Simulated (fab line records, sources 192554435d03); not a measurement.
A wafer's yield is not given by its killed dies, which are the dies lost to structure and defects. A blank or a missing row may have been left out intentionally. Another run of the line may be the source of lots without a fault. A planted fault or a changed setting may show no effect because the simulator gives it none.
Chamber matching -- flow n5_finfet -- N5_FIN_SAQP_ETCH_34 on rie_diel-02 has 4 sister chambers
The step etches SiO2 in C4F6/O2, target depth 45 nm, time 15 s. 14 wafers are shown with their chamber, then 7 later ones without.

## WAFERS, EACH WITH ITS CHAMBER
wafer,chamber,drypump_motor_current_A (A),showerhead_plenum_p_Torr (Torr),rf_vpp_V (V)
L074.2,1,5.8,3.01,672
L074.3,3,5.4,2.93,668
L074.6,2,6.8,2.94,658
L076.2,3,5.4,2.93,668
L076.4,1,5.8,3.01,672
L076.6,3,5.4,2.93,668
L082.2,0,5.9,2.81,674
L082.3,1,5.8,3.01,671
L082.6,2,6.8,2.94,659
L084.4,2,6.7,2.93,659
L084.5,1,5.8,3.00,672
L084.6,2,6.7,2.93,659
L087.3,3,5.4,2.92,669
L087.5,1,5.8,3.00,673

SIGNATURES (means of the wafers above)
reading,chamber 0,chamber 1,chamber 2,chamber 3,scatter within a chamber
drypump_motor_current_A,5.900,5.800,6.750,5.400,0.0316
showerhead_plenum_p_Torr,2.8100,3.0060,2.9350,2.9275,0.00543
rf_vpp_V,674.00,672.00,658.75,668.25,0.592
Rule: a wafer lies at a distance from a chamber equal to the root of the sum of squares, over the readings, of (its reading less the chamber's mean, divided by the reading's scatter). The wafer belongs to the nearest chamber; if the next one is less than 2 further off, it can't be placed. The scatter: take each reading less its chamber's mean, square it, sum over the shown wafers, divide by the number of wafers less the number of chambers, and take the root.

## WAFERS WITH NO CHAMBER GIVEN
wafer,drypump_motor_current_A (A),showerhead_plenum_p_Torr (Torr),rf_vpp_V (V)
L087.6,6.7,2.93,658
L091.2,5.4,2.92,668
L091.3,5.8,3.00,671
L091.6,6.8,2.93,659
L094.1,5.4,2.92,668
L094.2,5.9,2.80,675
L094.4,5.8,2.99,670

## CHAMBER TAKEN BY EACH
wafer,from the rows above,in truth
L087.6,2,2
L091.2,3,3
L091.3,1,1
L091.6,2,2
L094.1,3,3
L094.2,0,0
L094.4,1,1
7 of 7 placed correctly. From these rows, 0 cannot be placed. 0 placed wrongly.
